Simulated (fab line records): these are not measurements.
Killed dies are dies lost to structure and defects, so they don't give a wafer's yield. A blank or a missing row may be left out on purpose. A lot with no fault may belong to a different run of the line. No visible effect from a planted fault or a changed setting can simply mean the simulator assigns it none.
Struck lot and sound lot, side by side :: flow n5-finfet :: 38 out of 1938 route steps
Sound: wafers L290.2, L290.3, L290.4. The struck wafers were L281.2, L281.4, L281.6. The cause is given at the end.
Order at every step that has rows: each side's tool, ch and its chambers, its first start. Under that, the readings that differ: sound wafers :: struck wafers :: difference of the means :: sigmas: that difference in standard deviations of wafers without a fault.
alike: a reading whose means differ by less than 2 such deviations, as well as words and numbers matching on both sides. not compared: withheld readings; readings where some wafer has no value; bounds like >300 that might hide an equal value; numbers whose values overlap and for which the record gives no deviation.
Wherever a step has rows on one side only, a row that says differs or no value, or a row with sigmas, the two part there. Non-overlapping numbers with no deviation appear without sigmas and do not part them. A reading missing from all wafers of one side parts the sides only when that side holds two or more wafers.

first, 9 steps without rows for these wafers: N5_SD_EPI_P_DESCUM_14 (chemistry O2, time 7.9 s); N5_SD_EPI_P_ETCH_36 (etches SiARC in CF4, target depth 45.5 nm, time 75.8 s); N5_SD_EPI_P_ETCH_37 (etches SOC in N2/H2, overetch 108 nm, time 486 s); N5_SD_EPI_P_STRIP_38 (strips in N2/H2); N5_SD_EPI_P_ETCHBACK_46 (etches SiNx in CH3F/O2, stops on SiO2, target depth 17.5 nm); N5_SD_EPI_P_ETCH_47 (etches SiOCN in CH3F/O2, target depth 25 nm); N5_SD_EPI_P_ETCH_16 (etches SiO2 in CHF3/O2, target depth 5 nm); N5_SD_EPI_P_STRIP_50 (strips in CHF3/O2); N5_SD_EPI_P_SD_RECESS_17 (chemistry HBr/Cl2/O2, target depth 39.1 nm, bt time 3 s).
N5_SD_EPI_P_WET_ETCH_45: etches SiO2 in dHF, time 10.7 s, target depth 2 nm, rinse time 30 s.
  sound on wet-bench-06 ch 0,4,7, day 8 06:32; struck on wet-bench-03 ch 2,3,7, day 6 03:16
  alike: rinse-temp-c
then, 12 steps without rows for these wafers: N5_SD_EPI_P_STRIP_40 (strips in N2/H2); N5_SD_EPI_P_PRECLEAN_52 (cleans in O3/DIW, time 60 s); N5_SD_EPI_P_SRD_20 (time 30 s); N5_SD_EPI_P_PRECLEAN_51 (cleans in NF3:NH3, afs cycles 1, time 20 s, sublimation time 60 s); N5_SD_EPI_P_VAPOR_ETCH_44 (etches SiGe30 in NF3/Ar, time 3.3 s); N5_SD_EPI_P_EPI_21 (deposits SiGe:B, time 355 s); N5_SD_EPI_P_HM_STRIP_48 (strips SiNx in H3PO4, material SiNx, target depth 3 nm); N5_SD_EPI_P_SRD_49 (time 30 s); N5_SD_EPI_P_PRECLEAN_24 (cleans in O3/DIW, time 45 s); N5_SD_EPI_P_PRECLEAN_32 (cleans in dHF, time 10 s); N5_SD_EPI_P_PRECLEAN_33 (cleans in SC2, time 45 s); N5_SD_EPI_P_SRD_25 (time 30 s).
N5_SD_EPI_P_INSPECT_26: inspects for defects (darkfield).
  struck on defect-inspect-02, day 6 07:03; sound on defect-inspect-02, day 8 09:29
reading: raw-defect-count
sound: 125 155 153
struck: 884 817 829
difference: +699
sigmas: +20
then, 2 steps without rows for these wafers: N5_SD_ACTIVATION_RTA_00 (time 0 s); N5_SD_ACTIVATION_LSA_01 (time 0.0008 s).
N5_SD_ACTIVATION_INSPECT_02: inspects for defects (darkfield).
  struck on defect-inspect-01, day 6 07:52; sound on defect-inspect-01, day 8 10:22
reading: raw-defect-count
sound: 121 150 150
struck: 886 811 840
difference: +705
sigmas: +20
then, 8 steps without rows for these wafers: N5_ILD0_LINER_00 (material SiNx, target thk 4 nm, pulse time 1 s, purge time 2 s); N5_ILD0_FCVD_FILL_01 (material SiO2 flowable, target thk 200 nm, time 328.3 s); N5_ILD0_CURE_02 (time 1800 s); N5_ILD0_CMP_03 (polishes, stops on SiNx, t overpolish 1.9 s, target thk 197.38 nm); N5_ILD0_CMP_07 (polishes SiO2 flowable, stops on poly-Si, t overpolish 1.18 s, target thk 138.88 nm); N5_ILD0_PRECLEAN_10 (cleans in NF3:NH3, afs cycles 5, time 20 s, sublimation time 60 s); N5_ILD0_ALD_15 (deposits SiNx, target thk 24 nm, pulse time 1 s, ald cycles 480); N5_ILD0_CMP_12 (polishes SiNx, stops on poly-Si, t overpolish 6 s, target thk 17.67 nm).
-- the record jumps here: 5 days lie between the struck wafers' starts before and after (it left off in module ILD0 and takes up again in module BEOL_M4, whose first step shown is number 1111 of the route) --
N5_BEOL_M4_RC_MEAS_101:
  sound on prober-02 ch 0, day 12 17:45; struck on prober-02 ch 0, day 10 21:05
reading: VT_P (mV)
sound: -252 -257 -258
struck: -247 -246 -244
difference: +10
sigmas: +3
  alike: DIBL_N, DIBL_P, IOFF_N, IOFF_P, ION_N, ION_P, SS_N, SS_P, VT_N
-- the record jumps here: 3 days lie between the struck wafers' starts before and after (it left off in module BEOL_M4 and takes up again in module BEOL_M14, whose first step shown is number 1749 of the route) --
N5_BEOL_M14_DESCUM_33: chemistry O2, time 7.9 s.
  sound on rie-diel-05 ch 0,1,3, day 16 02:12; struck on rie-diel-01 ch 0,3, day 14 00:38
reading: model.BEOL_M14.cd-nm (nm)
sound: 284.8 284.6 286.2
struck: 293 294.2 291.8
difference: +8
sigmas: 
  alike: bias-power-w, drypump-motor-current-A, oes-product-au, rf-fwd-power-W, rf-vpp-V, showerhead-plenum-p-Torr, throttle-valve-pct
  not compared: rf-hours-counter-h
N5_BEOL_M14_ETCH_38: etches SiCN in CF4/N2, target depth 106.5 nm, time 120.6 s.
  sound: rie-diel-06 ch 1,2,3; struck: rie-diel-06 ch 0,3
reading: model.BEOL_M14.cd-nm (nm)
sound: 282 282 282.6
struck: 290.4 290 287.6
difference: +7.1
sigmas: 
  alike: drypump-motor-current-A, oes-product-au, rf-fwd-power-W, rf-vpp-V, showerhead-plenum-p-Torr, throttle-valve-pct
  not compared: rf-hours-counter-h
N5_PASSIVATION_PROBE_49:
  the record has rows for the struck wafers here (prober-02, day 15 02:38) and none for the sound ones

== WHERE THEY PART ==
Earliest at N5_SD_EPI_P_INSPECT_26; latest, in this record, at N5_PASSIVATION_PROBE_49.

WHY: whatever the simulator had introduced
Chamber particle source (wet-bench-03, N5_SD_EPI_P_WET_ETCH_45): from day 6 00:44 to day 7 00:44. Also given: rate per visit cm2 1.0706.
